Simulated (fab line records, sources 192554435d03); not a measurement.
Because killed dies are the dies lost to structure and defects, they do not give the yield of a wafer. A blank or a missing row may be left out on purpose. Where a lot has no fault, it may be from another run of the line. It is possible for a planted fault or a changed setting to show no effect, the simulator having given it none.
Chamber matching || flow n5-finfet || N5_BEOL_M2_VIA_ETCH_34 on rie-diel-01: 4 sister chambers
The step etches the open film in C4F6/O2, target depth 69.4 nm, time 65.9 s. 16 wafers are shown with their chamber, then 8 later ones without.

WAFERS WITH THEIR CHAMBER
{"wafer": "L075.2", "chamber": 3, "rf-vpp-V (V)": 690, "showerhead-plenum-p-Torr (Torr)": 2.79, "throttle-valve-pct (%)": 30.5}
{"wafer": "L075.3", "chamber": 1, "rf-vpp-V (V)": 713, "showerhead-plenum-p-Torr (Torr)": 2.99, "throttle-valve-pct (%)": 30.9}
{"wafer": "L075.4", "chamber": 2, "rf-vpp-V (V)": 691, "showerhead-plenum-p-Torr (Torr)": 2.84, "throttle-valve-pct (%)": 31.2}
{"wafer": "L079.4", "chamber": 1, "rf-vpp-V (V)": 713, "showerhead-plenum-p-Torr (Torr)": 2.98, "throttle-valve-pct (%)": 30.9}
{"wafer": "L079.5", "chamber": 0, "rf-vpp-V (V)": 628, "showerhead-plenum-p-Torr (Torr)": 2.76, "throttle-valve-pct (%)": 30.8}
{"wafer": "L079.6", "chamber": 2, "rf-vpp-V (V)": 692, "showerhead-plenum-p-Torr (Torr)": 2.84, "throttle-valve-pct (%)": 31.2}
{"wafer": "L086.2", "chamber": 0, "rf-vpp-V (V)": 629, "showerhead-plenum-p-Torr (Torr)": 2.76, "throttle-valve-pct (%)": 30.8}
{"wafer": "L086.3", "chamber": 2, "rf-vpp-V (V)": 693, "showerhead-plenum-p-Torr (Torr)": 2.83, "throttle-valve-pct (%)": 31.2}
{"wafer": "L086.4", "chamber": 3, "rf-vpp-V (V)": 690, "showerhead-plenum-p-Torr (Torr)": 2.78, "throttle-valve-pct (%)": 30.2}
{"wafer": "L083.2", "chamber": 3, "rf-vpp-V (V)": 688, "showerhead-plenum-p-Torr (Torr)": 2.78, "throttle-valve-pct (%)": 30.2}
{"wafer": "L083.3", "chamber": 0, "rf-vpp-V (V)": 628, "showerhead-plenum-p-Torr (Torr)": 2.76, "throttle-valve-pct (%)": 30.8}
{"wafer": "L083.6", "chamber": 1, "rf-vpp-V (V)": 712, "showerhead-plenum-p-Torr (Torr)": 2.98, "throttle-valve-pct (%)": 30.9}
{"wafer": "L085.2", "chamber": 2, "rf-vpp-V (V)": 692, "showerhead-plenum-p-Torr (Torr)": 2.83, "throttle-valve-pct (%)": 31.2}
{"wafer": "L085.3", "chamber": 1, "rf-vpp-V (V)": 712, "showerhead-plenum-p-Torr (Torr)": 2.98, "throttle-valve-pct (%)": 30.9}
{"wafer": "L085.4", "chamber": 3, "rf-vpp-V (V)": 692, "showerhead-plenum-p-Torr (Torr)": 2.78, "throttle-valve-pct (%)": 30.3}
{"wafer": "L092.2", "chamber": 1, "rf-vpp-V (V)": 712, "showerhead-plenum-p-Torr (Torr)": 2.97, "throttle-valve-pct (%)": 30.9}

SIGNATURES (means of the wafers above)
{"reading": "rf-vpp-V", "chamber 0": 628.33, "chamber 1": 712.40, "chamber 2": 692.00, "chamber 3": 690.00, "scatter within a chamber": 0.994}
{"reading": "showerhead-plenum-p-Torr", "chamber 0": 2.7600, "chamber 1": 2.9800, "chamber 2": 2.8350, "chamber 3": 2.7825, "scatter within a chamber": 0.00559}
{"reading": "throttle-valve-pct", "chamber 0": 30.800, "chamber 1": 30.900, "chamber 2": 31.200, "chamber 3": 30.300, "scatter within a chamber": 0.0707}
Rule: a wafer's distance from a chamber is the root of the sum, over the readings, of the square of ((its reading less the chamber's mean) divided by the reading's scatter). The wafer belongs to the nearest chamber; if the next one is less than 2 further off, it can't be placed. The scatter: take each reading less its chamber's mean, square it, sum over the shown wafers, divide by the number of wafers less the number of chambers, and take the root.

WAFERS WITHOUT THEIR CHAMBER
{"wafer": "L092.3", "rf-vpp-V (V)": 628, "showerhead-plenum-p-Torr (Torr)": 2.75, "throttle-valve-pct (%)": 30.8}
{"wafer": "L092.5", "rf-vpp-V (V)": 692, "showerhead-plenum-p-Torr (Torr)": 2.82, "throttle-valve-pct (%)": 31.2}
{"wafer": "L094.2", "rf-vpp-V (V)": 712, "showerhead-plenum-p-Torr (Torr)": 2.97, "throttle-valve-pct (%)": 30.9}
{"wafer": "L094.3", "rf-vpp-V (V)": 629, "showerhead-plenum-p-Torr (Torr)": 2.75, "throttle-valve-pct (%)": 30.8}
{"wafer": "L094.4", "rf-vpp-V (V)": 692, "showerhead-plenum-p-Torr (Torr)": 2.82, "throttle-valve-pct (%)": 31.2}
{"wafer": "L093.2", "rf-vpp-V (V)": 711, "showerhead-plenum-p-Torr (Torr)": 2.97, "throttle-valve-pct (%)": 30.9}
{"wafer": "L093.3", "rf-vpp-V (V)": 690, "showerhead-plenum-p-Torr (Torr)": 2.77, "throttle-valve-pct (%)": 30.3}
{"wafer": "L093.6", "rf-vpp-V (V)": 691, "showerhead-plenum-p-Torr (Torr)": 2.82, "throttle-valve-pct (%)": 31.2}

THE CHAMBER EACH PASSED THROUGH
{"wafer": "L092.3", "from the rows above": 0, "in truth": 0}
{"wafer": "L092.5", "from the rows above": 2, "in truth": 2}
{"wafer": "L094.2", "from the rows above": 1, "in truth": 1}
{"wafer": "L094.3", "from the rows above": 0, "in truth": 0}
{"wafer": "L094.4", "from the rows above": 2, "in truth": 2}
{"wafer": "L093.2", "from the rows above": 1, "in truth": 1}
{"wafer": "L093.3", "from the rows above": 3, "in truth": 3}
{"wafer": "L093.6", "from the rows above": 2, "in truth": 2}
Placed correctly: 8 of 8. Not placeable from these rows: 0. Wrongly placed: 0.
